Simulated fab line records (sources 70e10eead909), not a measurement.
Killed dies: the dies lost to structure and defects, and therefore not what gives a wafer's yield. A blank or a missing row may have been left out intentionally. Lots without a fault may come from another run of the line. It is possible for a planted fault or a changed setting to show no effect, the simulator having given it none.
Chamber matching    flow nand harc    rie diel-01 running NHARC_A_STAIRCASE_TRIM_20: 4 sister chambers
The step chemistry O2, time 211.2 s. 8 wafers are shown with their chamber, then 8 later ones without.

== WAFERS WITH THEIR CHAMBER ==
wafer   chamber  drypump motor current A (A)  oes product au (a.u.)
L077.5  0        6.4                          0.997
L087.2  1        6.0                          0.992
L090.2  2        5.7                          1.008
L090.4  3        5.8                          1.008
L093.1  1        5.9                          1.001
L093.2  2        5.8                          1.013
L093.3  0        6.4                          1.000
L094.1  3        5.8                          1.006

== WAFERS WITH NO CHAMBER GIVEN ==
wafer   drypump motor current A (A)  oes product au (a.u.)
L094.3  5.7                          1.009
L094.5  6.0                          0.997
L096.1  5.9                          0.997
L096.4  5.8                          1.004
L096.5  5.8                          1.000
L097.1  5.7                          1.004
L097.2  6.4                          1.003
L097.3  5.9                          0.995

== THE CHAMBER EACH PASSED THROUGH ==
wafer   from the rows above           in truth
L094.3  can't be placed: 2 or 3       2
L094.5  1                             1
L096.1  1                             1
L096.4  can't be placed: 3 or 2       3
L096.5  can't be placed: 3 or 2 or 1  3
L097.1  can't be placed: 2 or 3       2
L097.2  0                             0
L097.3  1                             1
4 of 8 placed correctly. Not placeable from these rows: 4 (in 4, the candidates include the true chamber). 0 placed wrongly.
How it was worked out, from the rows above alone: a wafer's distance from a chamber is the root of the sum, over the readings, of the square of ((its reading less the chamber's mean) divided by the reading's scatter). The wafer belongs to the nearest chamber; if the next one is less than 2 further off, it can't be placed. Each chamber's mean is taken over the wafers shown for it. The scatter: take each reading less its chamber's mean, square it, sum over the shown wafers, divide by the number of wafers less the number of chambers, and take the root.
